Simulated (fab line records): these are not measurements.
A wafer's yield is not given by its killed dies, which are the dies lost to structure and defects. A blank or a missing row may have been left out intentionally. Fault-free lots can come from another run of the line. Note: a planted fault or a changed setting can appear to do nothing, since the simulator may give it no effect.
Comparing a struck lot with a sound one    flow n5 finfet    37 steps out of a route of 1938
Sound: wafers L388.1, L388.2, L388.6. Struck: wafer L394.5 (left out: L394.1, L394.6 of the same lot, which were not struck); the cause appears at the end.
For every step that has rows: the tool of each side, followed by ch and its chambers, followed by its first start. Under that, the readings that differ: sound wafers    struck wafers    difference of the means    sigmas: that difference in standard deviations of wafers without a fault.
alike: readings with means less than 2 such deviations apart, plus words and numbers identical on both sides. not compared: withheld readings, readings lacking a value on some wafer, bounds such as >300 that could conceal the same value, and numbers that have no deviation in the record and whose values overlap.
A row with sigmas, a row that says differs or no value, or rows on one side alone: a step with any of these is where the two part. When numbers do not overlap yet have no deviation, they are printed without sigmas and do not part them. Lack of a reading on every wafer of one side parts them only where that side has two or more wafers.

first, 8 steps without rows for these wafers: N5_MOL_CONTACT_COAG_SRD_139 (time 30 s); N5_MOL_CONTACT_COAG_PRE_CLEAN_121; N5_MOL_CONTACT_COAG_CVD_140 (deposits W, target thk 66.5 nm, time 215 s); N5_MOL_CONTACT_COAG_PRECLEAN_127 (cleans in DIW, time 57.5 s); N5_MOL_CONTACT_COAG_SRD_128 (dry time 32 s); N5_MOL_CONTACT_COAG_CMP_52 (polishes, stops on SiO2, t overpolish 1.5 s, target thk 66.5 nm); N5_MOL_CONTACT_COAG_ANNEAL_112 (time 1800 s); N5_BEOL_M0_SAQP_PECVD_00 (deposits SiCN from 3MS/NH3, target thk 8 nm, time 14 s).
N5_BEOL_M0_SAQP_ILD_DEP_01: deposits SiOC from DEMS/O2, target thk 45.419 nm, time 8.7 s.
  sound on pecvd-04 ch 0,1, day 5 19:43; struck on pecvd-04 ch 1, day 7 08:03
reading                                            sound           struck  difference  sigmas
model.SiOC_of_BEOL_M0_SAQP_ILD_DEP_01.thk nm (nm)  45.2 44.4 46.2  33.8    -11.5       
  alike: heater power w, showerhead plenum p Torr, throttle valve pct
then, 25 steps without rows for these wafers: N5_BEOL_M0_SAQP_HM_DEP_02 (deposits TiN, target thk 12 nm); N5_BEOL_M0_SAQP_PECVD_03 (deposits SiCN from 3MS/NH3, target thk 12 nm, time 21.1 s); N5_BEOL_M0_SAQP_PECVD_96 (deposits a-Si from SiH4/He, target thk 45 nm, time 45.2 s); N5_BEOL_M0_SAQP_PECVD_97 (deposits SiNx from SiH4/NH3/N2, target thk 23 nm, time 19.9 s); N5_BEOL_M0_SAQP_PECVD_04 (deposits a-Si from SiH4/He, target thk 60 nm, time 60.2 s); N5_BEOL_M0_SAQP_HM_DEP_111 (deposits SiO2 from SiH4/N2O, target thk 12 nm, time 7.2 s); N5_BEOL_M0_SAQP_COAT_81 (time 60 s, resist thk 100 nm); N5_BEOL_M0_SAQP_COAT_82 (time 60 s, resist thk 30 nm); N5_BEOL_M0_SAQP_COAT_08 (resist thk 90 nm); N5_BEOL_M0_SAQP_EBR_10; N5_BEOL_M0_SAQP_SOFTBAKE_09 (time 60 s); N5_BEOL_M0_SAQP_EXPOSE_11 (exposes mask M0 CORE, target cd 42 nm); N5_BEOL_M0_SAQP_PEB_12 (peb time 60 s); N5_BEOL_M0_SAQP_DEVELOP_13 (develop time 30 s); N5_BEOL_M0_SAQP_DESCUM_19 (chemistry O2, time 7.9 s); N5_BEOL_M0_SAQP_ETCH_83 (etches SiARC in CF4, target depth 39 nm, time 65 s); N5_BEOL_M0_SAQP_ETCH_84 (etches SOC in N2/H2, target depth 100 nm, overetch 20 nm, time 150 s); N5_BEOL_M0_SAQP_STRIP_80 (strips in N2/H2); N5_BEOL_M0_SAQP_HM_OPEN_112 (chemistry CHF3/O2, target SiO2, stops on a-Si, target depth 12 nm, time 13.5 s); N5_BEOL_M0_SAQP_STRIP_113 (strips in CHF3/O2); N5_BEOL_M0_SAQP_MANDREL_ETCH_20 (etches a-Si in HBr/Cl2, stops on SiNx, target depth 60 nm, bt time 10 s, time 30 s); N5_BEOL_M0_SAQP_STRIP_86 (strips in N2/H2); N5_BEOL_M0_SAQP_STRIP_115 (strips in post etch residue remover, time 60 s); N5_BEOL_M0_SAQP_SRD_93 (time 30 s); N5_BEOL_M0_SAQP_RECESS_114 (chemistry HF/NH3, target SiO2, target depth 14.4 nm, afs cycles 3, sublimation time 60 s).
N5_BEOL_M0_CMP_120: polishes, stops on SiOC, t overpolish 6.9 s.
  sound on cmp-03 ch 0,1,3, day 6 08:35; struck on cmp-03 ch 3, day 7 22:53
reading                                            sound       struck  difference  sigmas
model.SiOC_of_BEOL_M0_SAQP_ILD_DEP_01.thk nm (nm)  39 38.2 40  27.6    -11.5       
  alike: barrier field endpoint s, motor current A, overpolish run s, time to endpoint s
N5_BEOL_M0_RS_MEAS_126: measures by four-point-probe.
  struck on film metro-01, day 7 23:26; sound on film metro-02, day 6 09:08
reading         sound              struck  difference  sigmas
M0_RS (ohm/sq)  0.518 0.540 0.516  0.746   +0.221      +14
N5_BEOL_M4_RC_MEAS_101:
  sound on prober-02 ch 0, day 8 00:39; struck on prober-01 ch 0, day 9 18:23
reading        sound           struck  difference  sigmas
ION_P (uA/um)  454 451 447     467     +16         +2
VT_P (mV)      -255 -254 -257  -248    +7          +2
  alike: DIBL_N, DIBL_P, IOFF_N, IOFF_P, ION_N, SS_N, SS_P, VT_N

== WHERE THEY PART ==
At N5_BEOL_M0_RS_MEAS_126 first; at N5_BEOL_M4_RC_MEAS_101 last (within this record only).

WHY: whatever the simulator had introduced
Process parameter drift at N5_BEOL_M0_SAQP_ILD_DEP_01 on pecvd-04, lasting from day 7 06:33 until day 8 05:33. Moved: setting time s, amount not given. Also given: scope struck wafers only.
